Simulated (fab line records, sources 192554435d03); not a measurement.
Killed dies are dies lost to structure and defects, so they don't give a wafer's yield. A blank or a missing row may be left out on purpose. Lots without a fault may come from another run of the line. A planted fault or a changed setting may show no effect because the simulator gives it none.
Chamber matching | flow n5_finfet | N5_HKMG_FIN_CVD_62 on thermal_cvd_si-02: 3 sister chambers
The step deposits a-Si from Si2H6, target thk 3 nm, time 20.8 s. 3 wafers are shown with their chamber, then 7 later ones without.

WAFERS WITH THEIR CHAMBER
wafer  | chamber | heater_power_w (W)
L769.1 | 1       | 1150
L769.4 | 0       | 1446
L773.5 | 2       | 1429

WAFERS WITHOUT THEIR CHAMBER
wafer  | heater_power_w (W)
L773.6 | 1471
L775.1 | 1441
L775.4 | 1431
L775.5 | 1139
L776.1 | 1426
L776.3 | 1459
L776.5 | 1485

WHICH CHAMBER EACH WENT THROUGH
wafer  | from the rows above     | in truth
L773.6 | can't be placed: 0 or 2 | 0
L775.1 | can't be placed: 0 or 2 | 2
L775.4 | can't be placed: 2 or 0 | 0
L775.5 | 1                       | 1
L776.1 | can't be placed: 2 or 0 | 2
L776.3 | can't be placed: 0 or 2 | 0
L776.5 | can't be placed: 0 or 2 | 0
Placed correctly: 1 of 7. Can't be placed from these rows: 6 (the true chamber is among the candidates in 6). Placed wrongly: 0.
How it was worked out, from the rows above alone: a wafer's distance from a chamber is the root of the sum, over the readings, of the square of ((its reading less the chamber's mean) divided by the reading's scatter). The wafer belongs to the nearest chamber; if the next one is less than 2 further off, it can't be placed. A chamber's mean is the mean of its shown wafers. The scatter: with one shown wafer a chamber, the root of the mean of the squares of how far each hidden wafer lies from its nearest shown one.
